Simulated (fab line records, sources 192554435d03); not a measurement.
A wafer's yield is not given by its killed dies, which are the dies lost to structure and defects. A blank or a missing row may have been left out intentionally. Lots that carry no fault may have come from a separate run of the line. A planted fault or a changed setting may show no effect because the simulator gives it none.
Comparing a struck lot with a sound one | flow n5-finfet | 37 out of 1938 route steps
Sound: wafers L594.1, L594.2, L594.5. Struck: wafer L593.2 (L593.1, L593.3, from the same lot, were not struck and are left out); the cause is given at the end.
Each step with rows lists, per side, the tool, then ch with its chambers, then its first start. Under that, the readings that differ: sound wafers | struck wafers | difference of the means | sigmas: that difference in standard deviations of wafers without a fault.
alike: a reading whose means differ by less than 2 such deviations, as well as words and numbers matching on both sides. not compared: withheld readings; readings where some wafer has no value; bounds like >300 that might hide an equal value; numbers whose values overlap and for which the record gives no deviation.
Wherever a step has rows on one side only, a row that says differs or no value, or a row with sigmas, the two part there. When numbers do not overlap yet have no deviation, they are printed without sigmas and do not part them. Lack of a reading on every wafer of one side parts them only where that side has two or more wafers.

first, 12 steps without rows for these wafers: N5_GATE_CUT_ETCH_28 (etches underlayer in N2/H2, target depth 13 nm, time 10.4 s); N5_GATE_CUT_ETCH_36 (etches SiARC in CF4, target depth 13 nm, time 21.7 s); N5_GATE_CUT_ETCH_37 (etches SOC in N2/H2, target depth 60 nm, overetch 12 nm, time 90 s); N5_GATE_CUT_STRIP_38 (strips in N2/H2); N5_GATE_CUT_STRIP_39 (strips in N2/H2); N5_GATE_CUT_HM_OPEN_40 (chemistry C4F6/O2, target SiO2, target depth 139 nm, time 85.1 s); N5_GATE_CUT_STRIP_41 (strips in CF4); N5_GATE_CUT_STRIP_42 (strips in O2); N5_GATE_CUT_ETCH_19 (etches SiNx in CH3F/O2, target depth 53.7 nm, time 76.7 s); N5_GATE_CUT_CUT_ETCH_53 (etches W in SF6/Cl2, target depth 79.2 nm); N5_GATE_CUT_CUT_ETCH_54 (etches TiN in Cl2/BCl3, target depth 96.7 nm); N5_GATE_CUT_CUT_ETCH_55 (etches HfO2 in BCl3, target depth 3.2 nm).
N5_GATE_CUT_ETCH_47: etches SiO2 in Cl2/BCl3, target depth 10 nm.
  sound on rie-metal-01 ch 0,1, day 7 21:18; struck on rie-metal-02 ch 1, day 7 13:38
  alike: drypump-motor-current-A, oes-product-au, rf-fwd-power-W, throttle-valve-pct
  not compared: rf-hours-counter-h
then, 23 steps without rows for these wafers: N5_GATE_CUT_VAPOR_ETCH_48 (etches TiN in BCl3/Cl2); N5_GATE_CUT_VAPOR_ETCH_49 (etches TiAlC in BCl3/Cl2); N5_GATE_CUT_VAPOR_ETCH_51 (etches HfO2 in BCl3/Cl2); N5_GATE_CUT_STRIP_21 (strips in N2/H2, time 30 s); N5_GATE_CUT_STRIP_29 (strips in post etch residue remover, time 60 s); N5_GATE_CUT_SRD_52 (time 30 s); N5_GATE_CUT_ALD_22 (deposits SiNx, target thk 16 nm, pulse time 1 s, ald cycles 320); N5_GATE_CUT_CMP_23 (polishes, stops on SiO2, t overpolish 23.4 s, target thk 16 nm); N5_GATE_CUT_CMP_43 (polishes SiO2); N5_GATE_CUT_CMP_61 (polishes, stops on SiNx, t overpolish 3 s); N5_MOL_CONTACT_COAG_COAT_103 (time 60 s, resist thk 80 nm); N5_MOL_CONTACT_COAG_COAT_104 (time 60 s, resist thk 12 nm); N5_MOL_CONTACT_COAG_COAT_58 (time 60 s, resist thk 10 nm); N5_MOL_CONTACT_COAG_COAT_02 (resist thk 30 nm); N5_MOL_CONTACT_COAG_EBR_04; N5_MOL_CONTACT_COAG_SOFTBAKE_03 (time 60 s); N5_MOL_CONTACT_COAG_EXPOSE_05 (exposes mask CA, defocus 0 nm); N5_MOL_CONTACT_COAG_PEB_06 (peb time 60 s); N5_MOL_CONTACT_COAG_DEVELOP_07 (develop time 30 s); N5_MOL_CONTACT_COAG_DESCUM_13 (chemistry O2, time 7 s); N5_MOL_CONTACT_COAG_ETCH_59 (etches underlayer in N2/H2, target depth 13 nm, time 10.4 s); N5_MOL_CONTACT_COAG_ETCH_105 (etches SiARC in CF4, target depth 15.6 nm, time 26 s); N5_MOL_CONTACT_COAG_ETCH_106 (etches SOC in N2/H2, target depth 80 nm, overetch 16 nm, time 120 s).
-- a jump in the record: the struck wafers' starts before and after are 8 days apart (it breaks off in module MOL_CONTACT_COAG and resumes in module PASSIVATION, where the first step shown is number 1936 of the route) --
N5_PASSIVATION_PROBE_49:
  rows exist in the record for the struck wafers here (prober-02, day 15 16:19), but not for the sound ones

WHERE THEY PART
Only at N5_PASSIVATION_PROBE_49, within this record.

WHY: what had been put in by the simulator
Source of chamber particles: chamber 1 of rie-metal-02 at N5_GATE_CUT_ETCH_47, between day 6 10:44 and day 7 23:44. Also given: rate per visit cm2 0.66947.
